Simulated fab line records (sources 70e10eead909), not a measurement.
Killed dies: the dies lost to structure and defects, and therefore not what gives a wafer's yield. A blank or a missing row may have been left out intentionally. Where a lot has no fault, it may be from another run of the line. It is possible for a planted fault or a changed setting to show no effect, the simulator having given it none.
fab line records	flow nand-harc
record lots=24	wafers=72	last-day=34
route steps=1302 shown A_STAIRCASE@856 A_SGD_CUT@902 A_SLIT@933
lots that met no fault: from a run of the same line without faults
start-h: hours from the record's opening day to when the first of the lot's shown wafers began	wait-h: hours since the lot's step before	" repeats the value in the row above	L1.1+2: one row covering several wafers at once	- no value, or no start was given	* or withheld: withheld	< > ~ a bound
route shown NAME@n: a module of which the file shows steps, and the number in the route of the first	usual: mean and standard deviation over wafers with no fault	same: alike in all rows	chamber/n: place in a boat	sites: per-site readings	_std_site: the values' standard deviation	_edge_site: mean of outer sites minus mean of inner sites	radius-mm: for every site, how far away it sits from the centre of the wafer	mask NAME#n: copy n	behind: the last tool/chamber to shape the wafer	hold: cause of the lot's hold/its duration in hours/its outcome	device: the n, p or np transistor that did not switch	end of line: tests of these same wafers at the route's end	step lacking rows: just its recipe	killed: not the wafer's yield, but the dies lost to structure and defects at the first sort	map: a wafer's dies, marking killed ones x, the rest . and places with no die _
set.NAME: setting as actually run; set.NAME@STEP: the setting as run at that earlier step	model.NAME: the simulator's own value behind a step, which no gauge read
steps of the route over a sample of lots; a table a step, a row a wafer
services: the hour from which a tool's chamber was out of use, counted from the record's first day as start-h (under 0 if before that day), plus the number of hours and why
## steps
# step NHARC_A_STAIRCASE_DEP_325
# recipe target-thk-a=72000	temp-c=400	target-thk-nm=7200	teos-flow-sccm=200	rf-w=500	material=SiO2
# usual heater-power-w=616/92
lot.wafer	tool	chamber	start-h	wait-h	heater-power-w
L074.1	pecvd-01	0	425.76	0.2	611
L074.2	"	1	"	"	701
L074.6	"	0	"	"	584
L075.1	pecvd-03	2	425.83	0.2	560
L075.2	"	0	"	"	629
L075.6	"	1	"	"	514
L076.3	pecvd-03	0	437.21	0.2	628
L076.5	"	0	"	"	586
L076.4	"	1	"	"	524
L077.2	pecvd-01	1	449.84	0.2	699
L077.1	"	2	"	"	667
L077.4	"	2	"	"	644
L078.2	pecvd-04	2	449.84	0.2	614
L078.5	"	1	"	"	591
L078.6	"	0	"	"	622
L079.2	pecvd-01	0	460.01	0.1	719
L079.3	"	2	"	"	775
L079.4	"	0	"	"	584
L080.2	pecvd-03	0	460.22	0.3	628
L080.6	"	2	"	"	424
L080.4	"	0	"	"	608
L081.1	pecvd-03	0	477.51	0.2	728
L081.5	"	2	"	"	437
L081.6	"	0	"	"	587
L083.3	pecvd-03	1	507.54	0.1	598
L083.1	"	2	"	"	532
L083.5	"	1	"	"	526
L082.1	pecvd-04	2	507.54	0.1	679
L082.5	"	2	"	"	537
L082.4	"	1	"	"	614
L084.2	pecvd-04	2	522.65	0.3	554
L084.6	"	1	"	"	619
L084.5	"	2	"	"	541
L085.2	pecvd-03	0	531.37	0.1	704
L085.3	"	1	"	"	562
L085.5	"	1	"	"	513
L086.2	pecvd-04	0	531.37	0.1	780
L086.5	"	0	"	"	661
L086.4	"	1	"	"	600
L087.2	pecvd-04	2	557.80	0.1	575
L087.1	"	1	"	"	695
L087.5	"	1	"	"	614
L088.3	pecvd-01	1	558.04	0.3	795
L088.1	"	2	"	"	740
L088.4	"	0	"	"	607
L089.1	pecvd-03	1	591.57	0.2	650
L089.6	"	0	"	"	607
L089.5	"	1	"	"	523
L090.3	pecvd-01	0	591.60	0.2	771
L090.1	"	1	"	"	740
L090.5	"	1	"	"	631
L091.5	pecvd-03	2	601.74	0.3	443
L091.6	"	0	"	"	589
L091.4	"	1	"	"	514
L092.3	pecvd-04	1	608.68	0.1	777
L092.1	"	2	"	"	673
L092.5	"	1	"	"	617
L093.2	pecvd-03	2	608.86	0.3	503
L093.6	"	0	"	"	593
L093.5	"	2	"	"	430
L094.2	pecvd-04	2	613.12	0.2	660
L094.3	"	0	"	"	802
L094.5	"	1	"	"	621
L097.3	pecvd-03	2	637.61	0.1	472
L097.2	"	1	"	"	585
L097.4	"	0	"	"	606
L096.1	pecvd-01	1	637.97	0.4	716
L096.4	"	1	"	"	620
L096.6	"	2	"	"	630
L095.1	pecvd-01	2	645.49	0.3	747
L095.6	"	1	"	"	633
L095.4	"	2	"	"	618
# step NHARC_A_STAIRCASE_CMP_450
# recipe target-thk-nm=200	material=SiO2
# usual motor-current-A=12.1/1
lot.wafer	tool	chamber	start-h	wait-h	motor-current-A
L074.2	cmp-03	0	438.76	-	11.3
L074.1	"	2	"	"	10.6
L074.6	"	0	"	"	10.8
L075.2	cmp-02	3	439.07	-	12.9
L075.1	"	0	"	"	12.4
L075.6	"	1	"	"	14.6
L076.3	cmp-03	2	453.70	-	11.2
L076.4	"	3	"	"	12.0
L076.5	"	3	"	"	12.9
L077.2	cmp-04	0	462.84	-	10.7
L077.4	"	1	"	"	13.1
L077.1	"	3	"	"	12.8
L078.2	cmp-02	2	463.06	-	10.9
L078.6	"	0	"	"	11.9
L078.5	"	1	"	"	13.3
L080.2	cmp-03	2	474.99	-	10.5
L080.4	"	1	"	"	12.7
L080.6	"	2	"	"	11.3
L079.4	cmp-02	0	475.29	-	11.4
L079.2	"	1	"	"	13.6
L079.3	"	2	"	"	11.0
L081.1	cmp-02	2	494.11	-	11.0
L081.5	"	2	"	"	11.4
L081.6	"	3	"	"	12.4
L082.1	cmp-04	3	524.82	-	13.9
L082.4	"	0	"	"	11.2
L082.5	"	3	"	"	12.9
L083.1	cmp-04	0	526.58	-	10.8
L083.3	"	3	"	"	13.2
L083.5	"	0	"	"	11.0
L084.2	cmp-03	1	536.30	-	12.4
L084.5	"	0	"	"	11.7
L084.6	"	1	"	"	12.2
L086.2	cmp-03	0	544.69	-	11.2
L086.4	"	1	"	"	11.8
L086.5	"	2	"	"	11.3
L085.3	cmp-03	0	545.53	-	11.0
L085.2	"	2	"	"	10.9
L085.5	"	0	"	"	11.9
L088.4	cmp-02	3	573.88	-	12.8
L088.3	"	0	"	"	11.8
L088.1	"	2	"	"	11.5
L087.2	cmp-02	2	574.77	-	11.2
L087.1	"	0	"	"	11.2
L087.5	"	2	"	"	12.0
L090.3	cmp-03	2	608.27	-	11.1
L090.1	"	1	"	"	12.1
L090.5	"	3	"	"	11.5
L089.1	cmp-02	2	611.14	-	11.2
L089.5	"	3	"	"	12.5
L089.6	"	0	"	"	12.2
L091.4	cmp-02	1	616.87	-	13.9
L091.6	"	2	"	"	12.1
L091.5	"	3	"	"	12.3
L093.2	cmp-03	2	624.19	-	11.5
L093.6	"	0	"	"	11.2
L093.5	"	1	"	"	12.0
L094.2	cmp-02	0	624.45	-	12.0
L094.3	"	1	"	"	13.8
L094.5	"	0	"	"	12.3
L092.3	cmp-04	2	625.31	-	9.9
L092.1	"	3	"	"	13.5
L092.5	"	2	"	"	10.6
L097.2	cmp-02	1	654.20	-	13.4
L097.4	"	2	"	"	11.4
L097.3	"	3	"	"	11.8
L096.1	cmp-03	3	654.35	-	12.4
L096.4	"	1	"	"	12.1
L096.6	"	0	"	"	11.8
L095.1	cmp-02	1	658.64	-	14.1
L095.4	"	2	"	"	11.6
L095.6	"	0	"	"	12.1
# step NHARC_A_SGD_CUT_OVL_MEAS_10
# usual overlay-x-nm=0.0/0.92	overlay-y-nm=0.2/0.91
lot.wafer	tool	chamber	start-h	wait-h	overlay-x-nm	overlay-y-nm
L074.1	overlay-02	-	441.35	-	0.9	-0.2
L074.2	"	-	"	"	-0.1	0.0
L074.6	"	-	"	"	0.2	-0.1
L075.1	overlay-01	-	441.74	-	-1.1	-0.1
L075.2	"	-	"	"	-0.3	0.1
L075.6	"	-	"	"	-0.2	-0.4
L076.3	overlay-02	-	456.24	-	-0.4	0.2
L076.4	"	-	"	"	-0.8	-0.2
L076.5	"	-	"	"	-0.6	0.4
L077.1	overlay-02	-	465.53	-	0.5	0.1
L077.2	"	-	"	"	0.5	0.3
L077.4	"	-	"	"	0.3	-0.3
L078.2	overlay-01	-	465.89	-	-0.9	-0.5
L078.5	"	-	"	"	-1.4	-0.6
L078.6	"	-	"	"	-1.0	-0.6
L080.2	overlay-01	-	477.53	-	0.8	-0.1
L080.4	"	-	"	"	0.9	-0.2
L080.6	"	-	"	"	1.3	-0.2
L079.2	overlay-02	-	478.05	-	-0.5	2.0
L079.3	"	-	"	"	-0.2	2.0
L079.4	"	-	"	"	-0.4	1.6
L081.1	overlay-02	-	497.02	-	-0.6	0.8
L081.5	"	-	"	"	-1.3	1.2
L081.6	"	-	"	"	-0.7	0.6
L082.1	overlay-01	-	527.52	-	-0.6	-0.4
L082.4	"	-	"	"	-1.6	-0.2
L082.5	"	-	"	"	-0.4	-0.1
L083.1	overlay-02	-	529.24	-	-0.4	-0.6
L083.3	"	-	"	"	-0.2	0.0
L083.5	"	-	"	"	-0.1	-0.4
L084.2	overlay-02	-	538.92	-	0.5	0.1
L084.5	"	-	"	"	1.0	0.2
L084.6	"	-	"	"	1.0	0.5
L086.2	overlay-01	-	547.33	-	-2.4	0.1
L086.4	"	-	"	"	-2.2	0.0
L086.5	"	-	"	"	-2.0	-0.5
L085.2	overlay-02	-	548.37	-	-1.4	0.0
L085.3	"	-	"	"	-1.4	-0.5
L085.5	"	-	"	"	-1.0	-0.2
L088.1	overlay-02	-	576.55	-	0.2	-0.7
L088.3	"	-	"	"	0.5	-0.1
L088.4	"	-	"	"	-0.1	0.0
L087.1	overlay-01	-	577.51	-	0.7	-1.2
L087.2	"	-	"	"	0.2	-1.1
L087.5	"	-	"	"	0.4	-1.2
L090.1	overlay-02	-	610.94	-	0.1	1.8
L090.3	"	-	"	"	0.4	1.8
L090.5	"	-	"	"	0.2	1.9
L089.1	overlay-02	-	613.78	-	-0.6	0.4
L089.5	"	-	"	"	-0.8	0.0
L089.6	"	-	"	"	-0.2	-0.1
L091.4	overlay-02	-	619.50	-	2.2	0.0
L091.5	"	-	"	"	1.7	0.1
L091.6	"	-	"	"	1.2	-0.3
L093.2	overlay-01	-	626.94	-	1.1	2.0
L093.5	"	-	"	"	1.2	1.6
L093.6	"	-	"	"	1.5	1.7
L094.2	overlay-01	-	627.24	-	1.5	-1.0
L094.3	"	-	"	"	0.8	-0.7
L094.5	"	-	"	"	1.3	-1.1
L092.1	overlay-01	-	628.45	-	0.0	1.5
L092.3	"	-	"	"	-0.5	1.6
L092.5	"	-	"	"	-0.3	1.6
L097.2	overlay-02	-	656.94	-	1.1	-1.4
L097.3	"	-	"	"	2.0	-1.0
L097.4	"	-	"	"	1.3	-0.3
L096.1	overlay-02	-	657.10	-	-0.8	1.8
L096.4	"	-	"	"	-0.6	1.2
L096.6	"	-	"	"	-1.0	1.4
L095.1	overlay-02	-	661.28	-	0.5	0.6
L095.4	"	-	"	"	-0.4	0.6
L095.6	"	-	"	"	-0.2	0.6
# step NHARC_A_SGD_CUT_DESCUM_14
# recipe time-s=3	o2-flow-sccm=200	ar-flow-sccm=0	bias-power-w=0	chemistry=O2
# usual drypump-motor-current-A=5.6/0.37	o2-flow-sccm=200.0/0.6	oes-product-au=1.004/0.013	rf-vpp-V=58.1/0.89	showerhead-plenum-p-Torr=1.98/0.06	throttle-valve-pct=11.312/0.0089
lot.wafer	tool	chamber	start-h	wait-h	drypump-motor-current-A	o2-flow-sccm	oes-product-au	rf-hours-counter-h	rf-vpp-V	showerhead-plenum-p-Torr	throttle-valve-pct
L074.2	rie-diel-05	1	441.44	0.1	5.2	200.8	0.995	1	56.1	1.91	11.308
L074.1	"	3	"	"	5.7	200.4	1.015	1	59.4	2.00	11.319
L074.6	"	1	"	"	5.2	200.1	0.993	-	57.1	1.90	11.303
L075.1	rie-diel-11	2	441.84	0.1	5.6	200.3	0.999	0	57.8	2.02	11.289
L075.2	"	1	"	"	5.1	199.9	1.021	0	57.5	1.83	11.305
L075.6	"	2	"	"	5.6	200.0	0.997	-	58.0	2.02	11.310
L076.3	rie-diel-05	1	456.33	0.1	5.2	199.4	0.985	2	59.6	1.90	11.306
L076.4	"	0	"	"	5.9	199.6	1.008	1	58.9	2.02	11.313
L076.5	"	1	"	"	5.2	199.9	0.981	-	57.5	1.90	11.318
L077.2	rie-diel-05	3	465.63	0.1	5.7	200.2	1.010	3	59.2	2.00	11.319
L077.1	"	0	"	"	6.0	199.9	1.003	1	57.8	2.02	11.314
L077.4	"	2	"	"	5.2	199.4	0.992	2	57.5	2.00	11.322
L078.2	rie-diel-07	2	466.00	0.1	5.5	199.5	1.001	9	57.6	1.96	11.304
L078.5	"	1	"	"	5.9	200.0	1.021	-	57.2	1.94	11.315
L078.6	"	2	"	"	5.5	200.0	0.997	-	59.3	1.96	11.312
L080.2	rie-diel-05	3	477.63	0.1	5.7	198.3	1.016	4	58.0	2.00	11.309
L080.6	"	0	"	"	6.0	199.8	1.015	-	57.7	2.02	11.315
L080.4	"	1	"	"	5.2	200.6	0.981	-	57.5	1.90	11.316
L079.4	rie-diel-11	0	478.15	0.1	5.9	199.2	0.994	4	58.1	2.04	11.315
L079.2	"	1	"	"	5.1	199.6	1.010	4	58.2	1.83	11.304
L079.3	"	2	"	"	5.5	199.8	1.000	5	58.6	2.02	11.322
L081.1	rie-diel-05	1	497.12	0.1	5.2	199.2	0.982	4	57.8	1.90	11.312
L081.5	"	0	"	"	5.9	199.7	1.022	-	59.2	2.02	11.312
L081.6	"	1	"	"	5.2	199.5	0.978	-	59.1	1.90	11.319
L082.4	rie-diel-11	1	527.63	0.1	5.1	200.2	1.020	8	57.0	1.83	11.318
L082.1	"	3	"	"	5.8	200.0	0.998	8	57.3	1.90	11.303
L082.5	"	0	"	"	5.9	199.1	0.993	-	58.0	2.04	11.324
L083.3	rie-diel-05	0	529.34	0.1	5.9	200.2	1.014	4	58.6	2.02	11.307
L083.1	"	1	"	"	5.2	199.9	0.973	6	58.7	1.90	11.312
L083.5	"	1	"	"	5.2	200.2	0.984	-	58.3	1.90	11.321
L084.2	rie-diel-05	3	539.03	0.1	5.7	200.2	0.995	7	59.4	2.00	11.305
L084.5	"	2	"	"	5.2	200.4	1.017	-	58.2	2.00	11.305
L084.6	"	3	"	"	5.7	200.4	1.010	-	57.3	2.00	11.312
L086.4	rie-diel-07	2	547.45	0.1	5.4	200.3	1.002	3	57.8	1.96	11.324
L086.2	"	3	"	"	5.7	200.4	1.008	3	58.2	2.05	11.317
L086.5	"	0	"	"	6.5	199.9	1.008	-	58.8	2.04	11.332
L085.2	rie-diel-11	2	548.48	0.1	5.5	200.5	0.981	11	59.1	2.02	11.299
L085.3	"	0	"	"	5.9	200.2	0.997	10	56.9	2.04	11.326
L085.5	"	1	"	"	5.1	199.8	1.008	-	57.0	1.83	11.313
L088.4	rie-diel-05	3	576.64	0.1	5.7	199.5	1.007	9	58.7	2.00	11.316
L088.1	"	0	"	"	5.9	200.1	1.014	6	58.4	2.02	11.306
L088.3	"	2	"	"	5.2	200.3	1.017	8	58.1	2.00	11.336
L087.1	rie-diel-07	1	577.62	0.1	5.9	200.1	1.009	6	57.3	1.94	11.312
L087.2	"	2	"	"	5.5	199.4	1.004	6	58.2	1.96	11.312
L087.5	"	0	"	"	6.5	199.4	1.014	-	58.2	2.04	11.311
L090.3	rie-diel-05	1	611.04	0.1	5.2	201.3	0.982	1	58.5	1.90	11.316
L090.1	"	3	"	"	5.7	200.1	1.016	1	59.8	2.00	11.320
L090.5	"	2	"	"	5.2	200.8	1.012	-	60.2	2.00	11.293
L089.1	rie-diel-05	2	613.89	0.1	5.2	200.6	1.010	1	57.2	2.00	11.303
L089.6	"	0	"	"	5.9	199.5	1.023	-	57.4	2.02	11.319
L089.5	"	1	"	"	5.2	198.5	0.980	-	58.6	1.90	11.316
L091.4	rie-diel-11	1	619.60	0.1	5.1	200.4	1.019	0	56.7	1.83	11.308
L091.6	"	0	"	"	5.9	200.8	1.002	-	58.6	2.03	11.304
L091.5	"	1	"	"	5.1	199.7	1.016	-	58.2	1.83	11.316
L093.2	rie-diel-05	0	627.06	0.1	5.9	199.2	1.016	1	57.6	2.02	11.313
L093.5	"	2	"	"	5.2	199.8	1.016	-	57.8	2.00	11.310
L093.6	"	3	"	"	5.7	199.9	1.018	-	58.1	2.00	11.312
L094.2	rie-diel-05	3	627.41	0.1	5.6	200.4	1.014	1	58.6	2.00	11.314
L094.3	"	1	"	"	5.2	199.8	0.990	2	58.5	1.90	11.312
L094.5	"	3	"	"	5.6	199.4	1.021	-	58.2	2.00	11.320
L092.1	rie-diel-07	1	628.55	0.1	5.9	200.5	1.003	9	57.3	1.94	11.305
L092.3	"	2	"	"	5.4	199.8	1.006	9	56.7	1.96	11.308
L092.5	"	1	"	"	5.9	201.1	0.999	-	56.9	1.94	11.315
L097.3	rie-diel-05	2	657.09	0.1	5.2	200.1	1.003	4	57.0	2.00	11.295
L097.2	"	3	"	"	5.7	200.3	1.017	3	58.3	2.00	11.314
L097.4	"	0	"	"	5.9	200.5	1.011	4	57.8	2.02	11.303
L096.1	rie-diel-05	0	657.22	0.1	6.0	200.0	1.004	4	57.5	2.02	11.325
L096.4	"	1	"	"	5.2	199.9	0.990	4	56.9	1.90	11.315
L096.6	"	3	"	"	5.7	199.9	1.021	-	58.0	2.00	11.309
L095.1	rie-diel-07	0	661.38	0.1	6.5	199.7	1.016	0	58.2	2.04	11.318
L095.4	"	1	"	"	6.0	199.1	0.982	0	58.5	1.94	11.317
L095.6	"	1	"	"	6.0	199.0	0.996	-	59.1	1.94	11.306
# step NHARC_A_SGD_CUT_ETCH_15
# recipe target-depth-a=750	time-s=64.3	ch3f-flow-sccm=50	o2-flow-sccm=30	ar-flow-sccm=200	rf-w=500	bias-w=100	chemistry=CH3F/O2
# usual drypump-motor-current-A=5.6/0.37	o2-flow-sccm=30.01/0.09	oes-product-au=0.963/0.023	rf-vpp-V=264.9/1.3	showerhead-plenum-p-Torr=2.54/0.074	throttle-valve-pct=20.664/0.0098
lot.wafer	tool	chamber	start-h	wait-h	drypump-motor-current-A	o2-flow-sccm	oes-product-au	rf-hours-counter-h	rf-vpp-V	showerhead-plenum-p-Torr	throttle-valve-pct
L074.2	rie-diel-05	3	-	-	5.7	29.86	0.931	2	264.5	2.57	20.679
L074.1	"	1	"	"	5.2	30.17	0.914	1	262.8	2.45	20.677
L074.6	"	1	"	"	5.2	30.15	0.914	-	263.6	2.45	20.665
L075.2	rie-diel-11	1	-	-	5.1	29.98	1.003	0	262.8	2.36	20.685
L075.1	"	0	"	"	5.9	29.99	0.971	0	265.8	2.61	20.658
L075.6	"	2	"	"	5.6	30.02	0.961	-	266.7	2.60	20.675
L076.3	rie-diel-05	0	-	-	5.9	30.07	0.953	1	265.8	2.60	20.670
L076.4	"	1	"	"	5.2	30.10	0.937	2	264.0	2.45	20.669
L076.5	"	0	"	"	6.0	30.12	0.971	-	264.5	2.60	20.674
L077.1	rie-diel-05	3	-	-	5.6	29.95	0.938	3	265.5	2.57	20.660
L077.2	"	1	"	"	5.2	30.13	0.894	3	264.9	2.45	20.658
L077.4	"	2	"	"	5.2	30.02	0.930	3	266.1	2.57	20.667
L078.2	rie-diel-07	2	-	-	5.5	29.96	0.965	9	265.3	2.51	20.683
L078.5	"	3	"	"	5.7	29.99	0.966	-	267.4	2.62	20.665
L078.6	"	0	"	"	6.5	30.16	0.986	-	264.5	2.62	20.662
L080.2	rie-diel-05	3	-	-	5.7	29.89	0.983	4	265.1	2.57	20.673
L080.4	"	0	"	"	5.9	30.11	0.968	-	264.9	2.60	20.647
L080.6	"	1	"	"	5.2	30.10	0.934	-	265.5	2.45	20.660
L079.2	rie-diel-11	1	-	-	5.1	30.17	0.976	4	262.1	2.36	20.656
L079.4	"	3	"	"	5.8	30.04	0.971	4	262.7	2.44	20.671
L079.3	"	0	"	"	5.9	30.15	0.949	4	265.6	2.61	20.655
L081.1	rie-diel-05	2	-	-	5.2	30.08	0.979	5	264.7	2.57	20.649
L081.5	"	0	"	"	5.9	29.93	0.957	-	265.0	2.59	20.661
L081.6	"	1	"	"	5.2	29.95	0.937	-	262.8	2.45	20.667
L082.4	rie-diel-11	1	-	-	5.1	30.14	0.986	8	260.6	2.35	20.653
L082.1	"	0	"	"	5.9	30.03	0.964	8	267.3	2.61	20.667
L082.5	"	2	"	"	5.6	29.87	0.978	-	266.4	2.59	20.668
L083.3	rie-diel-05	2	-	-	5.2	30.03	0.984	5	265.1	2.57	20.663
L083.1	"	3	"	"	5.7	29.92	0.972	7	266.3	2.57	20.668
L083.5	"	2	"	"	5.2	30.06	0.984	-	266.0	2.57	20.675
L084.2	rie-diel-05	0	-	-	5.9	29.91	0.938	5	265.8	2.59	20.670
L084.5	"	3	"	"	5.7	30.05	0.918	-	266.2	2.57	20.638
L084.6	"	0	"	"	5.9	30.03	0.936	-	267.1	2.59	20.651
L086.4	rie-diel-07	0	-	-	6.5	29.91	0.963	3	266.3	2.62	20.687
L086.2	"	1	"	"	5.9	29.94	0.957	4	264.5	2.49	20.665
L086.5	"	0	"	"	6.5	30.01	0.972	-	266.8	2.62	20.652
L085.3	rie-diel-11	3	-	-	5.8	29.92	0.977	10	264.3	2.44	20.673
L085.2	"	1	"	"	5.1	30.03	0.970	10	263.3	2.35	20.652
L085.5	"	3	"	"	5.8	30.01	0.983	-	266.4	2.44	20.681
L088.1	rie-diel-05	3	-	-	5.7	30.02	0.958	9	266.1	2.57	20.680
L088.4	"	0	"	"	5.9	29.94	0.971	7	264.5	2.59	20.658
L088.3	"	2	"	"	5.2	30.11	0.987	8	264.9	2.57	20.660
L087.2	rie-diel-07	3	-	-	5.7	29.96	0.942	5	267.6	2.62	20.660
L087.1	"	0	"	"	6.5	29.90	0.938	5	265.8	2.61	20.658
L087.5	"	0	"	"	6.5	29.88	0.941	-	266.7	2.61	20.663
L090.1	rie-diel-05	0	-	-	6.0	29.82	0.988	1	266.2	2.59	20.665
L090.3	"	1	"	"	5.2	30.06	0.947	1	263.1	2.45	20.664
L090.5	"	0	"	"	5.9	29.82	0.987	-	265.1	2.59	20.671
L089.1	rie-diel-05	2	-	-	5.2	29.94	0.988	1	265.1	2.56	20.670
L089.6	"	2	"	"	5.2	30.02	0.999	-	265.5	2.56	20.663
L089.5	"	3	"	"	5.7	30.00	0.998	-	264.5	2.57	20.665
L091.4	rie-diel-11	1	-	-	5.1	30.01	0.976	0	261.6	2.35	20.677
L091.5	"	3	"	"	5.8	29.97	1.005	-	263.1	2.44	20.673
L091.6	"	0	"	"	5.9	29.92	0.964	-	265.7	2.61	20.658
L093.2	rie-diel-05	0	-	-	5.9	30.00	0.979	2	265.1	2.59	20.629
L093.6	"	3	"	"	5.7	29.99	0.983	-	264.7	2.57	20.663
L093.5	"	0	"	"	6.0	29.93	0.982	-	265.0	2.59	20.646
L094.2	rie-diel-05	3	-	-	5.7	30.08	0.970	2	265.1	2.57	20.672
L094.3	"	0	"	"	6.0	30.02	0.991	2	265.7	2.59	20.667
L094.5	"	0	"	"	5.9	30.06	1.004	-	265.3	2.59	20.664
L092.3	rie-diel-07	1	-	-	6.0	29.87	0.923	9	265.3	2.49	20.649
L092.1	"	2	"	"	5.4	30.02	0.927	9	264.4	2.51	20.648
L092.5	"	1	"	"	5.9	29.90	0.929	-	264.2	2.49	20.669
L097.3	rie-diel-05	3	-	-	5.7	29.95	0.982	4	266.3	2.56	20.682
L097.4	"	1	"	"	5.2	30.02	0.974	4	264.7	2.44	20.654
L097.2	"	2	"	"	5.2	29.93	0.961	4	266.2	2.56	20.663
L096.4	rie-diel-05	1	-	-	5.2	30.09	0.956	4	263.2	2.44	20.665
L096.1	"	3	"	"	5.7	29.97	0.956	4	265.7	2.56	20.655
L096.6	"	1	"	"	5.2	30.09	0.953	-	263.2	2.44	20.659
L095.1	rie-diel-07	0	-	-	6.5	29.94	0.972	1	266.3	2.61	20.656
L095.4	"	2	"	"	5.4	30.00	0.990	0	264.8	2.51	20.668
L095.6	"	1	"	"	5.9	30.03	0.956	-	262.5	2.49	20.663
# step NHARC_A_SLIT_CD_MEAS_09
# recipe target-cd-nm=300	landing-energy-ev=500
# usual cd-nm=299.3/0.65
lot.wafer	tool	chamber	start-h	wait-h	cd-nm
L075.1	cd-sem-01	0	453.08	-	299.2
L075.2	"	0	"	"	298.8
L075.6	"	0	"	"	299.2
L074.1	cd-sem-01	0	455.71	-	299.0
L074.2	"	0	"	"	298.6
L074.6	"	0	"	"	298.7
L076.3	cd-sem-01	0	467.82	-	299.6
L076.4	"	0	"	"	298.8
L076.5	"	0	"	"	299.9
L077.1	cd-sem-01	0	477.37	-	299.8
L077.2	"	0	"	"	299.5
L077.4	"	0	"	"	299.9
L078.2	cd-sem-03	0	477.53	-	298.5
L078.5	"	0	"	"	299.2
L078.6	"	0	"	"	298.6
L079.2	cd-sem-01	0	496.66	-	299.9
L079.3	"	0	"	"	300.4
L079.4	"	0	"	"	298.4
L080.2	cd-sem-01	0	499.71	-	298.7
L080.4	"	0	"	"	298.4
L080.6	"	0	"	"	299.8
L081.1	cd-sem-03	0	508.38	-	298.8
L081.5	"	0	"	"	299.6
L081.6	"	0	"	"	299.8
L082.1	cd-sem-01	0	539.15	-	298.9
L082.4	"	0	"	"	299.2
L082.5	"	0	"	"	299.3
L083.1	cd-sem-01	0	539.29	-	298.5
L083.3	"	0	"	"	299.4
L083.5	"	0	"	"	299.5
L084.2	cd-sem-01	0	550.40	-	299.6
L084.5	"	0	"	"	298.6
L084.6	"	0	"	"	298.7
L085.2	cd-sem-02	0	560.73	-	299.4
L085.3	"	0	"	"	299.6
L085.5	"	0	"	"	299.1
L086.2	cd-sem-01	0	561.75	-	300.0
L086.4	"	0	"	"	299.7
L086.5	"	0	"	"	299.2
L088.1	cd-sem-01	0	588.09	-	299.1
L088.3	"	0	"	"	298.3
L088.4	"	0	"	"	299.1
L087.1	cd-sem-01	0	589.81	-	298.8
L087.2	"	0	"	"	300.5
L087.5	"	0	"	"	299.2
L090.1	cd-sem-02	0	622.90	-	300.0
L090.3	"	0	"	"	300.5
L090.5	"	0	"	"	299.7
L089.1	cd-sem-03	0	623.10	-	300.0
L089.5	"	0	"	"	299.8
L089.6	"	0	"	"	299.5
L091.4	cd-sem-02	0	634.47	-	298.7
L091.5	"	0	"	"	299.0
L091.6	"	0	"	"	300.0
L092.1	cd-sem-03	0	642.35	-	299.1
L092.3	"	0	"	"	299.2
L092.5	"	0	"	"	298.0
L094.2	cd-sem-01	0	642.81	-	300.2
L094.3	"	0	"	"	300.1
L094.5	"	0	"	"	299.1
L093.2	cd-sem-03	0	643.72	-	300.4
L093.5	"	0	"	"	298.7
L093.6	"	0	"	"	300.0
L097.2	cd-sem-01	0	668.59	-	299.3
L097.3	"	0	"	"	298.9
L097.4	"	0	"	"	299.6
L096.1	cd-sem-02	0	668.74	-	300.4
L096.4	"	0	"	"	300.5
L096.6	"	0	"	"	299.6
L095.1	cd-sem-02	0	673.12	-	298.9
L095.4	"	0	"	"	299.6
L095.6	"	0	"	"	298.4
## services
tool	chamber	start-h	hours	kind
rie-diel-05	-	406.60	9.0	pm
cmp-02	-	420.46	1.1	repair
cmp-02	-	428.50	4.0	pm
rie-diel-11	-	432.50	9.0	pm
rie-diel-05	0	437.73	16.6	repair
pecvd-03	1	442.98	3.5	repair
rie-diel-05	2	452.01	1.8	repair
rie-diel-11	1	453.09	8.7	repair
cmp-02	-	464.20	0.3	repair
rie-diel-11	3	466.59	4.1	repair
rie-diel-07	-	471.39	9.0	pm
rie-diel-05	2	476.37	4.7	repair
cmp-02	-	479.68	2.9	repair
rie-diel-05	1	506.92	2.6	repair
rie-diel-11	2	512.38	2.8	repair
rie-diel-05	2	516.95	6.4	repair
cmp-02	-	526.50	4.0	pm
pecvd-03	-	547.50	13.0	pm
cmp-02	-	553.26	0.2	repair
rie-diel-07	-	553.94	0.2	repair
rie-diel-07	0	556.27	7.9	repair
rie-diel-05	-	583.60	9.0	pm
pecvd-03	2	596.29	3.0	repair
cmp-02	-	624.60	4.0	pm
## key
fault none
